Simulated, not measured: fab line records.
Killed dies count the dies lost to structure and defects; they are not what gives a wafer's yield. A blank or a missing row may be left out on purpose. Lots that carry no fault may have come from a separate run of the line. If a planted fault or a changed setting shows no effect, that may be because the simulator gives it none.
Chamber matching :: flow nand-harc :: NHARC_P_GATE_DESCUM_61 on rie-diel-04: 4 sister chambers
The step chemistry O2, time 3 s. 4 wafers are shown with their chamber, then 7 later ones without.

== WAFERS, EACH WITH ITS CHAMBER ==
wafer: L356.1
chamber: 3
showerhead-plenum-p-Torr (Torr): 1.93

wafer: L356.3
chamber: 2
showerhead-plenum-p-Torr (Torr): 1.89

wafer: L356.4
chamber: 1
showerhead-plenum-p-Torr (Torr): 1.91

wafer: L357.5
chamber: 0
showerhead-plenum-p-Torr (Torr): 1.80

== WAFERS MISSING THEIR CHAMBER ==
wafer: L357.6
showerhead-plenum-p-Torr (Torr): 1.91

wafer: L361.2
showerhead-plenum-p-Torr (Torr): 1.91

wafer: L361.5
showerhead-plenum-p-Torr (Torr): 1.93

wafer: L361.6
showerhead-plenum-p-Torr (Torr): 1.80

wafer: L362.3
showerhead-plenum-p-Torr (Torr): 1.90

wafer: L362.4
showerhead-plenum-p-Torr (Torr): 1.89

wafer: L362.6
showerhead-plenum-p-Torr (Torr): 1.93

== WHICH CHAMBER EACH ONE RAN IN ==
wafer: L357.6
from the rows above: 1
in truth: 1

wafer: L361.2
from the rows above: 1
in truth: 1

wafer: L361.5
from the rows above: 3
in truth: 3

wafer: L361.6
from the rows above: 0
in truth: 0

wafer: L362.3
from the rows above: can't be placed: 1 or 2
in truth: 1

wafer: L362.4
from the rows above: 2
in truth: 2

wafer: L362.6
from the rows above: 3
in truth: 3
Correct placement for 6 of the 7. From these rows, 1 cannot be placed; in 1 the true chamber is one of the candidates. 0 placed wrongly.
How it was worked out, from the rows above alone: a wafer's distance from a chamber is the root of the sum, over the readings, of the square of ((its reading less the chamber's mean) divided by the reading's scatter). If the next closest chamber is less than 2 further off than the closest, the wafer can't be placed; otherwise it belongs to the closest. The mean given for a chamber averages the wafers shown for that chamber. The scatter: root of mean squared gap, hidden wafer to nearest shown wafer, with one shown wafer a chamber.
